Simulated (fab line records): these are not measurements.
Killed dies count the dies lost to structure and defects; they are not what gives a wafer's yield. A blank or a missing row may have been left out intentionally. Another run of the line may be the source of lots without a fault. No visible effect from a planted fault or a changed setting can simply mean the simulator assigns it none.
Matching of chambers / flow n5_finfet / N5_BEOL_M13_ETCH_38 on rie_diel-02 has 4 sister chambers
The step etches SiCN in CF4/N2, target depth 67.5 nm, time 71.9 s. 4 wafers are shown with their chamber, then 8 later ones without.

## WAFERS PAIRED WITH THEIR CHAMBERS
wafer=L086.3; chamber=2; drypump_motor_current_A (A)=6.5
wafer=L089.3; chamber=3; drypump_motor_current_A (A)=5.9
wafer=L089.5; chamber=1; drypump_motor_current_A (A)=5.6
wafer=L093.1; chamber=0; drypump_motor_current_A (A)=5.1

## WAFERS MISSING THEIR CHAMBER
wafer=L093.3; drypump_motor_current_A (A)=5.9
wafer=L093.4; drypump_motor_current_A (A)=6.5
wafer=L095.2; drypump_motor_current_A (A)=5.1
wafer=L095.3; drypump_motor_current_A (A)=5.8
wafer=L095.5; drypump_motor_current_A (A)=5.1
wafer=L096.1; drypump_motor_current_A (A)=5.1
wafer=L096.2; drypump_motor_current_A (A)=5.6
wafer=L096.5; drypump_motor_current_A (A)=5.9

## CHAMBER TAKEN BY EACH
wafer=L093.3; from the rows above=3; in truth=3
wafer=L093.4; from the rows above=2; in truth=2
wafer=L095.2; from the rows above=0; in truth=0
wafer=L095.3; from the rows above=3; in truth=3
wafer=L095.5; from the rows above=0; in truth=0
wafer=L096.1; from the rows above=0; in truth=0
wafer=L096.2; from the rows above=1; in truth=1
wafer=L096.5; from the rows above=3; in truth=3
8 of 8 placed correctly. Can't be placed from these rows: 0. 0 placed wrongly.
How it was worked out, from the rows above alone: a wafer's distance from a chamber is the root of the sum, over the readings, of the square of ((its reading less the chamber's mean) divided by the reading's scatter). If the next closest chamber is less than 2 further off than the closest, the wafer can't be placed; otherwise it belongs to the closest. A chamber's mean is the mean of its shown wafers. The scatter (one wafer shown for each chamber): square how far every hidden wafer sits from the nearest shown wafer, average those squares and take the square root.
